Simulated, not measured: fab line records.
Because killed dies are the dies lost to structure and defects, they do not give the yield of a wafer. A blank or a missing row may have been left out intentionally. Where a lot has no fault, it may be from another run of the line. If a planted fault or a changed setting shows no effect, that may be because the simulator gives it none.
fab line records -- flow n5-finfet
record: lots: 15, wafers: 43, last-day: 17
route steps=1938 shown BEOL_M0_SAQP@656
lots with no fault: from the same line, run without faults
start-h: the number of hours between the record's first day and the start of the first shown wafer of the lot -- wait-h: hours since the lot's step before -- " the same as in the row above -- L1.1+2: a row that stands for several wafers -- - value missing, or start not given -- * or withheld: withheld -- < > ~ a bound
route shown NAME@n: names a module that has steps shown in the file, with the first one's number in the route -- usual: mean/standard deviation of fault-free wafers -- same: alike in all rows -- chamber/n: place in a boat -- sites: the reading at each site -- _std_site: standard deviation of those values -- _edge_site: outer sites' mean less inner sites' -- radius-mm: how far each site lies from the wafer's centre -- mask NAME#n: copy n -- behind: the last tool/chamber to shape the wafer -- hold: cause of the lot's hold/its duration in hours/its outcome -- device: the n, p or np transistor that did not switch -- end of line: tests of these same wafers at the route's end -- a step given without rows: its recipe and nothing more -- killed: dies lost to structure and defects at the first sort, not the wafer's yield -- map: the dies of a wafer, with x for killed, . for not killed, _ for no die there
set.NAME: the setting that was run; set.NAME@STEP: the one run at that earlier step -- model.NAME: the simulator's own value behind a step, which no gauge read
steps of the route over a sample of lots; a table a step, a row a wafer
services: from which hour (start-h, from the record's first day; less than 0 if before it) a tool's chamber was out of use, for how many hours, and why
== steps ==
step: N5_BEOL_M0_SAQP_HM_OPEN_112
recipe: chemistry: CHF3/O2, target: SiO2, stop-on: a-Si, target-depth-a: 120, over-etch-frac: 1.25, mask-material: SOC, time-s: 13.5, pressure-mtorr: 30, source-w: 650, bias-w: 170, Ar_flow_sccm: 200, CHF3_flow_sccm: 50, O2_flow_sccm: 5, ion-energy-ev: 200, ends: end-point
usual: chamber-pressure-mTorr: 29.995/0.028, drypump-motor-current-A: 5.8/0.42, mfc-ar-sccm: 200.0/0.63, oes_ar_750_au: 0.76/0.077, oes-product-au: 0.50/0.05, rf-vpp-V: 521/18, showerhead-plenum-p-Torr: 2.43/0.069, throttle-valve-pct: 18.89/0.21
lot.wafer,tool,chamber,start-h,wait-h,chamber-pressure-mTorr,drypump-motor-current-A,mfc-ar-sccm,oes_ar_750_au,oes-product-au,rf-hours-counter-h,rf-vpp-V,showerhead-plenum-p-Torr,throttle-valve-pct
L177.2,rie-diel-03,3,111.96,0.0,29.950,6.6,201.2,0.93,0.62,13,527,2.56,18.57
L177.3,rie-diel-03,2,111.96,0.0,30.028,6.4,198.5,0.75,0.49,146,531,2.41,18.78
L177.5,rie-diel-03,0,111.96,0.0,30.022,6.1,200.0,0.76,0.50,-,508,2.50,18.58
L179.1,rie-diel-02,2,119.06,0.0,29.981,6.0,199.5,0.75,0.49,157,520,2.51,18.96
L179.3,rie-diel-02,1,119.06,0.0,29.991,5.7,199.7,0.75,0.48,171,499,2.31,19.07
L179.5,rie-diel-02,0,119.06,0.0,30.008,6.0,200.3,0.71,0.46,-,548,2.45,18.88
L180.1,rie-diel-01,3,126.65,0.0,29.998,6.3,200.7,0.69,0.45,226,522,2.37,18.87
L180.3,rie-diel-01,0,126.65,0.0,29.960,5.1,199.7,0.75,0.49,161,511,2.51,18.78
L180.6,rie-diel-01,2,126.65,0.0,29.964,5.4,200.0,0.88,0.58,-,539,2.44,18.93
L181.1,rie-diel-02,1,135.86,0.0,29.977,5.7,199.1,0.74,0.48,175,499,2.31,19.07
L181.6,rie-diel-02,2,135.86,0.0,29.922,6.0,199.5,0.75,0.49,-,520,2.51,18.96
L182.1,rie-diel-01,1,138.73,0.0,30.008,5.6,199.6,0.71,0.45,236,490,2.37,18.71
L182.3,rie-diel-01,2,138.73,0.0,30.014,5.4,199.7,0.88,0.58,51,536,2.44,18.96
L182.6,rie-diel-01,0,138.73,0.0,29.999,5.1,200.5,0.76,0.48,-,512,2.51,18.80
L183.1,rie-diel-01,2,147.71,0.0,30.010,5.4,199.4,0.87,0.57,53,538,2.43,18.96
L183.3,rie-diel-01,1,147.71,0.0,30.029,5.7,199.6,0.70,0.46,238,488,2.37,18.72
L183.5,rie-diel-01,1,147.71,0.0,29.979,5.7,200.0,0.70,0.46,-,488,2.37,18.72
L184.2,rie-diel-03,0,150.80,0.0,30.014,6.1,200.6,0.75,0.50,153,506,2.49,18.61
L184.3,rie-diel-03,2,150.80,0.0,30.046,6.4,200.3,0.73,0.49,158,531,2.41,18.81
L184.5,rie-diel-03,2,150.80,0.0,30.004,6.4,200.8,0.74,0.48,-,533,2.40,18.80
L185.1,rie-diel-03,1,158.69,0.0,30.013,5.7,199.5,0.74,0.48,165,511,2.39,19.04
L185.2,rie-diel-03,3,158.69,0.0,30.027,6.6,199.3,0.91,0.60,27,526,2.55,18.61
L185.3,rie-diel-03,0,158.69,0.0,29.939,6.1,200.0,0.75,0.50,155,508,2.49,18.62
L186.2,rie-diel-02,1,162.63,0.0,29.946,5.7,200.1,0.74,0.47,185,498,2.31,19.11
L186.4,rie-diel-02,2,162.63,0.0,30.000,6.0,200.0,0.75,0.49,171,521,2.51,18.95
L186.5,rie-diel-02,1,162.63,0.0,30.003,5.7,199.7,0.74,0.48,-,498,2.31,19.11
L194.2,rie-diel-01,3,208.31,0.0,30.022,6.4,199.6,0.68,0.45,254,521,2.36,18.92
L194.3,rie-diel-01,0,208.31,0.0,30.001,5.1,200.0,0.75,0.47,185,511,2.50,18.83
L194.4,rie-diel-01,3,208.31,0.0,30.025,6.4,199.7,0.67,0.44,-,522,2.36,18.93
L195.2,rie-diel-02,3,236.60,0.0,29.987,5.7,200.3,0.67,0.44,227,548,2.37,19.32
L195.5,rie-diel-02,0,236.60,0.0,30.024,5.9,198.2,0.94,0.62,-,548,2.44,18.43
L195.6,rie-diel-02,1,236.60,0.0,29.959,5.7,200.7,0.72,0.47,-,499,2.30,19.13
L196.2,rie-diel-01,1,236.76,0.0,30.006,5.6,200.1,0.96,0.62,10,488,2.36,18.35
L196.4,rie-diel-01,2,236.76,0.0,29.978,5.5,200.0,0.83,0.55,-,536,2.42,19.01
L196.5,rie-diel-01,1,236.76,0.0,29.988,5.6,200.9,0.95,0.61,-,489,2.36,18.35
L197.1,rie-diel-02,2,236.96,0.0,30.033,6.0,200.8,0.72,0.47,196,519,2.50,19.01
L197.4,rie-diel-02,0,236.96,0.0,29.963,5.9,200.1,0.95,0.61,4,549,2.44,18.42
L197.6,rie-diel-02,3,236.96,0.0,29.987,5.8,199.5,0.66,0.44,-,548,2.37,19.31
L198.1,rie-diel-03,3,237.10,0.0,30.012,6.6,200.6,0.87,0.57,49,526,2.55,18.63
L198.3,rie-diel-03,2,237.10,0.0,30.025,6.4,200.5,0.72,0.46,181,532,2.40,18.85
L198.4,rie-diel-03,1,237.10,0.0,30.018,5.7,200.0,0.71,0.48,186,513,2.38,19.09
L200.5,rie-diel-01,1,251.15,0.0,29.986,5.7,199.7,0.94,0.61,-,489,2.36,18.37
L200.6,rie-diel-01,0,251.15,0.0,29.970,5.1,200.7,0.73,0.46,-,511,2.50,18.86
step: N5_BEOL_M0_SAQP_MANDREL_ETCH_20
recipe: target-depth-a: 600, chemistry: HBr/Cl2, target: a-Si, stop-on: SiNx, bt-time-s: 10, mask-material: SOC, over-etch-frac: 0.5, time-s: 30, pressure-mtorr: 10, icp-w: 800, bias-w: 75, HBr_flow_sccm: 150, Cl2_flow_sccm: 80, ends: end-point
usual: chamber-pressure-mTorr: 10.000/0.0099, drypump-motor-current-A: 5.6/0.52, mfc-cl2-sccm: 80.01/0.26, oes-product-au: 0.769/0.018, throttle-valve-pct: 35.3/0.46
lot.wafer,tool,chamber,start-h,wait-h,chamber-pressure-mTorr,drypump-motor-current-A,mfc-cl2-sccm,oes-product-au,rf-hours-counter-h,throttle-valve-pct
L177.2,rie-si-01,0,112.04,0.0,10.002,6.1,80.27,0.781,8,34.5
L177.3,rie-si-01,1,112.04,0.0,9.993,5.1,80.06,0.772,102,35.4
L177.5,rie-si-01,3,112.04,0.0,10.001,6.5,80.10,0.755,-,35.1
L179.1,rie-si-04,0,119.15,0.0,10.006,5.8,79.87,0.763,6,36.0
L179.3,rie-si-04,3,119.15,0.0,10.014,5.1,80.07,0.743,136,35.2
L179.5,rie-si-04,1,119.15,0.0,9.992,5.8,80.52,0.788,-,35.7
L180.1,rie-si-04,0,126.73,0.0,10.004,5.8,80.33,0.749,6,36.0
L180.3,rie-si-04,2,126.73,0.0,9.997,5.0,79.67,0.771,129,35.5
L180.6,rie-si-04,3,126.73,0.0,9.983,5.1,79.87,0.751,-,35.2
L181.1,rie-si-04,2,135.94,0.0,9.996,5.1,79.85,0.777,129,35.4
L181.6,rie-si-04,1,135.94,0.0,9.998,5.8,80.01,0.799,-,35.7
L182.1,rie-si-02,2,138.81,0.0,9.996,5.3,79.99,0.763,62,35.3
L182.3,rie-si-02,1,138.81,0.0,9.994,5.7,80.47,0.784,55,34.6
L182.6,rie-si-02,1,138.81,0.0,10.030,5.8,80.45,0.780,-,34.7
L183.1,rie-si-02,2,147.80,0.0,10.002,5.4,80.26,0.751,62,35.3
L183.3,rie-si-02,3,147.80,0.0,9.999,5.5,79.82,0.759,8,35.3
L183.5,rie-si-02,0,147.80,0.0,10.015,5.8,79.97,0.745,-,36.2
L184.2,rie-si-01,2,150.88,0.0,9.989,4.8,80.01,0.803,1,35.4
L184.3,rie-si-01,1,150.88,0.0,10.003,5.1,80.26,0.770,103,35.4
L184.5,rie-si-01,0,150.88,0.0,10.002,6.1,80.10,0.791,-,34.5
L185.1,rie-si-02,1,158.77,0.0,10.001,5.8,79.32,0.776,56,34.7
L185.2,rie-si-02,3,158.77,0.0,10.011,5.5,80.36,0.765,9,35.3
L185.3,rie-si-02,2,158.77,0.0,10.011,5.4,80.12,0.766,62,35.3
L186.2,rie-si-02,1,162.71,0.0,10.001,5.7,79.97,0.775,56,34.7
L186.4,rie-si-02,0,162.71,0.0,9.986,5.9,79.94,0.750,5,36.1
L186.5,rie-si-02,0,162.71,0.0,10.003,5.8,79.85,0.756,-,36.1
L194.2,rie-si-01,3,208.39,0.0,9.997,6.5,80.20,0.756,3,35.1
L194.3,rie-si-01,1,208.39,0.0,9.995,5.1,79.89,0.786,104,35.4
L194.4,rie-si-01,2,208.39,0.0,10.001,4.8,79.89,0.794,2,35.4
L195.2,rie-si-01,2,236.69,0.0,9.999,4.8,80.54,0.788,2,35.5
L195.5,rie-si-01,3,236.69,0.0,9.998,6.5,80.26,0.745,-,35.1
L195.6,rie-si-01,2,236.69,0.0,10.016,4.7,80.36,0.792,-,35.5
L196.2,rie-si-02,3,236.85,0.0,10.011,5.5,79.98,0.755,10,35.3
L196.4,rie-si-02,2,236.85,0.0,9.976,5.3,80.17,0.771,63,35.3
L196.5,rie-si-02,3,236.85,0.0,10.006,5.5,79.61,0.770,-,35.3
L197.1,rie-si-04,3,237.04,0.0,9.997,5.1,79.74,0.755,138,35.2
L197.4,rie-si-04,0,237.04,0.0,10.006,5.9,79.96,0.757,8,36.0
L197.6,rie-si-04,3,237.04,0.0,9.991,5.1,80.21,0.771,-,35.1
L198.1,rie-si-01,0,237.18,0.0,9.986,6.1,80.50,0.781,10,34.5
L198.3,rie-si-01,3,237.18,0.0,9.981,6.5,80.15,0.749,3,35.1
L198.4,rie-si-01,1,237.18,0.0,10.013,5.1,80.38,0.781,105,35.4
L200.5,rie-si-04,3,251.25,0.1,10.004,5.1,79.58,0.731,-,35.2
L200.6,rie-si-04,0,251.25,0.1,9.992,5.8,80.01,0.745,-,36.0
step: N5_BEOL_M0_SAQP_DEVELOP_39
recipe: develop-time-s: 30, developer: TMAH, resist: CAR-EUV, rinse-liquid: surfactant-rinse, dry: air-spin, dev-temp-c: 23
usual: chill-plate-temp-C: 23.00/0.11, develop-time-s: 30/0, developer-temp-C: 22.97/0.1
lot.wafer,tool,chamber,start-h,wait-h,chill-plate-temp-C,develop-time-s,developer-temp-C
L177.2,litho-track-05,0,116.16,-,22.90,30,22.88
L177.3,litho-track-05,0,116.16,-,23.07,30,22.88
L177.5,litho-track-05,0,116.16,-,22.99,30,23.00
L179.1,litho-track-05,0,123.45,-,22.92,30,22.83
L179.3,litho-track-05,0,123.45,-,23.00,30,22.95
L179.5,litho-track-05,0,123.45,-,23.00,30,22.98
L180.1,litho-track-03,0,130.31,-,23.11,30,23.02
L180.3,litho-track-03,0,130.31,-,23.11,30,23.03
L180.6,litho-track-03,0,130.31,-,23.04,30,23.14
L181.1,litho-track-02,0,139.99,-,22.90,30,22.80
L181.6,litho-track-02,0,139.99,-,22.96,30,22.88
L182.1,litho-track-03,0,143.07,-,22.97,30,23.10
L182.3,litho-track-03,0,143.07,-,22.98,30,23.11
L182.6,litho-track-03,0,143.07,-,22.94,30,23.00
L183.1,litho-track-05,0,151.84,-,23.09,30,22.91
L183.3,litho-track-05,0,151.84,-,23.07,30,22.92
L183.5,litho-track-05,0,151.84,-,23.01,30,22.92
L184.2,litho-track-05,-,155.73,-,-,-,-
L184.3,litho-track-05,-,155.73,-,-,-,-
L184.5,litho-track-05,-,155.73,-,-,-,-
L185.1,litho-track-02,-,164.19,-,-,-,-
L185.2,litho-track-02,-,164.19,-,-,-,-
L185.3,litho-track-02,-,164.19,-,-,-,-
L186.2,litho-track-03,-,166.47,-,-,-,-
L186.4,litho-track-03,-,166.47,-,-,-,-
L186.5,litho-track-03,-,166.47,-,-,-,-
L194.2,litho-track-03,0,211.97,-,23.10,30,22.88
L194.3,litho-track-03,0,211.97,-,23.07,30,22.80
L194.4,litho-track-03,0,211.97,-,22.95,30,23.07
L195.2,litho-track-03,0,242.02,-,23.04,30,23.12
L195.5,litho-track-03,0,242.02,-,23.00,30,23.02
L195.6,litho-track-03,0,242.02,-,23.25,30,22.93
L196.2,litho-track-03,0,242.25,-,22.75,30,22.89
L196.4,litho-track-03,0,242.25,-,22.95,30,23.03
L196.5,litho-track-03,0,242.25,-,22.87,30,22.99
L197.1,litho-track-03,0,242.31,-,22.82,30,23.04
L197.4,litho-track-03,0,242.31,-,23.03,30,22.96
L197.6,litho-track-03,0,242.31,-,23.04,30,22.98
L198.1,litho-track-03,0,242.77,-,22.79,30,23.00
L198.3,litho-track-03,0,242.77,-,23.09,30,22.86
L198.4,litho-track-03,0,242.77,-,22.70,30,22.88
L200.5,litho-track-03,0,254.70,-,23.06,30,22.81
L200.6,litho-track-03,0,254.70,-,23.07,30,23.01
step: N5_BEOL_M0_SAQP_CD_MEAS_40
recipe: target-cd-nm: 30, landing-energy-ev: 500, detector: se-inlens
usual: cd-nm: 29.9/0.32
lot.wafer,tool,chamber,start-h,wait-h,cd-nm
L177.2,cd-sem-02,0,116.22,-,29.7
L177.3,cd-sem-02,0,116.22,-,29.7
L177.5,cd-sem-02,0,116.22,-,29.5
L179.1,cd-sem-02,0,123.50,-,29.5
L179.3,cd-sem-02,0,123.50,-,30.0
L179.5,cd-sem-02,0,123.50,-,30.0
L180.1,cd-sem-02,0,130.37,-,30.0
L180.3,cd-sem-02,0,130.37,-,30.1
L180.6,cd-sem-02,0,130.37,-,29.5
L181.1,cd-sem-02,0,140.04,-,30.4
L181.6,cd-sem-02,0,140.04,-,30.3
L182.1,cd-sem-01,0,143.13,-,29.9
L182.3,cd-sem-01,0,143.13,-,30.0
L182.6,cd-sem-01,0,143.13,-,29.7
L183.1,cd-sem-01,0,151.90,-,29.3
L183.3,cd-sem-01,0,151.90,-,29.7
L183.5,cd-sem-01,0,151.90,-,29.7
L184.2,cd-sem-01,0,155.79,-,-
L184.3,cd-sem-01,0,155.79,-,-
L184.5,cd-sem-01,0,155.79,-,-
L185.1,cd-sem-01,0,164.25,-,-
L185.2,cd-sem-01,0,164.25,-,-
L185.3,cd-sem-01,0,164.25,-,-
L186.2,cd-sem-03,0,166.53,-,-
L186.4,cd-sem-03,0,166.53,-,-
L186.5,cd-sem-03,0,166.53,-,-
L194.2,cd-sem-02,0,212.03,-,29.9
L194.3,cd-sem-02,0,212.03,-,30.0
L194.4,cd-sem-02,0,212.03,-,29.9
L195.2,cd-sem-02,0,242.08,-,30.2
L195.5,cd-sem-02,0,242.08,-,30.0
L195.6,cd-sem-02,0,242.08,-,29.8
L196.2,cd-sem-03,0,242.31,-,30.1
L196.4,cd-sem-03,0,242.31,-,29.8
L196.5,cd-sem-03,0,242.31,-,30.8
L197.1,cd-sem-02,0,242.37,-,30.3
L197.4,cd-sem-02,0,242.37,-,29.8
L197.6,cd-sem-02,0,242.37,-,29.6
L198.1,cd-sem-02,0,242.83,-,29.8
L198.3,cd-sem-02,0,242.83,-,30.0
L198.4,cd-sem-02,0,242.83,-,30.1
L200.5,cd-sem-03,0,254.76,-,29.4
L200.6,cd-sem-03,0,254.76,-,30.0
== services ==
tool,chamber,start-h,hours,kind
litho-track-02,-,92.12,-,consumable-replace:filter
rie-si-02,2,119.16,18.9,repair
rie-si-01,1,129.08,2.1,repair
rie-diel-01,0,140.58,7.1,repair
rie-diel-01,-,143.86,3.3,repair
rie-si-01,-,144.24,2.8,pm
rie-si-04,0,145.61,4.8,repair
rie-diel-03,1,147.36,3.3,repair
rie-diel-03,-,160.73,0.5,repair
rie-diel-01,1,187.49,-,clean
rie-diel-01,1,187.49,-,consumable-replace:focus-ring
rie-diel-01,1,187.49,23.4,scheduled-down
rie-diel-01,1,187.49,23.4,vent-cycle
rie-diel-03,-,198.08,1.1,repair
rie-diel-03,-,199.54,2.6,repair
rie-diel-02,0,201.57,-,clean
rie-diel-02,0,201.57,-,consumable-replace:focus-ring
rie-diel-02,0,201.57,21.2,scheduled-down
rie-diel-02,0,201.57,21.2,vent-cycle
rie-diel-01,3,213.02,48.6,repair
rie-diel-03,0,216.61,2.9,repair
litho-track-02,-,247.64,-,consumable-replace:filter
litho-track-05,-,250.92,-,consumable-replace:filter
== key ==
first-sign: step: N5_BEOL_M0_SAQP_DEVELOP_39, reading: tool-record, direction: missing
effect none on later readings
met-at N5_BEOL_M0_SAQP_DEVELOP_39
struck-lots L184,L185,L186
later-rows-left-out L184.2,L184.3,L184.5,L185.1,L185.2,L185.3,L186.2,L186.4,L186.5
sort-left-out L184.2,L184.3,L184.5,L185.1,L185.2,L185.3,L186.2,L186.4,L186.5
not-acting-at N5_BEOL_M0_SAQP_HM_OPEN_112,N5_BEOL_M0_SAQP_MANDREL_ETCH_20,N5_BEOL_M0_SAQP_CD_MEAS_40
onset-between 151.84 155.73
fault: kind: skipped-step-whole, tool: litho-track-02,litho-track-03,litho-track-05, chamber: -, onset-h: 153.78, steps: N5_BEOL_M0_SAQP_DEVELOP_39, scope: struck-lots-only
sort-left-out: the simulated sort isn't trusted on such a fault, so these wafers' sort isn't shown, and their yield isn't known
later-rows-left-out: the simulator's readings of these wafers behind a module that went badly wrong aren't trusted and aren't shown, but for the sort
